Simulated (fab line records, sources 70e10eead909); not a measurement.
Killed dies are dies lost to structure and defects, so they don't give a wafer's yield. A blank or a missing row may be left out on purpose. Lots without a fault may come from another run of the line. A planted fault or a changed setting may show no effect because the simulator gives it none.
Chamber matching | flow nand_harc | NHARC_A_CONTACT_DEP_85 on pecvd-02: 3 sister chambers
The step deposits SiON, target thk 60 nm. 6 wafers are shown with their chamber, then 10 later ones without.

WAFERS WITH THEIR CHAMBER
wafer  | chamber | heater_power_w (W)
L086.1 | 1       | 610
L086.6 | 2       | 626
L088.5 | 0       | 801
L088.6 | 2       | 681
L089.3 | 0       | 856
L089.4 | 1       | 627

WAFERS WITHOUT THEIR CHAMBER
wafer  | heater_power_w (W)
L089.6 | 860
L090.2 | 655
L090.4 | 756
L090.5 | 665
L093.1 | 647
L093.3 | 648
L093.4 | 839
L095.4 | 636
L095.5 | 665
L095.6 | 762

WHICH CHAMBER EACH WENT THROUGH
wafer  | from the rows above          | in truth
L089.6 | 0                            | 0
L090.2 | can't be placed: 2 or 1      | 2
L090.4 | can't be placed: 0 or 2 or 1 | 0
L090.5 | can't be placed: 2 or 1      | 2
L093.1 | can't be placed: 2 or 1      | 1
L093.3 | can't be placed: 2 or 1      | 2
L093.4 | 0                            | 0
L095.4 | can't be placed: 1 or 2      | 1
L095.5 | can't be placed: 2 or 1      | 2
L095.6 | can't be placed: 0 or 2      | 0
Placed correctly: 2 of 10. Can't be placed from these rows: 8 (the true chamber is among the candidates in 8). Placed wrongly: 0.
How it was worked out, from the rows above alone: a wafer's distance from a chamber is the root of the sum, over the readings, of the square of ((its reading less the chamber's mean) divided by the reading's scatter). The wafer belongs to the nearest chamber; if the next one is less than 2 further off, it can't be placed. A chamber's mean is the mean of its shown wafers. The scatter: the root of (the sum of the squares of (reading less its chamber's mean) over the shown wafers, divided by (wafers less chambers)).
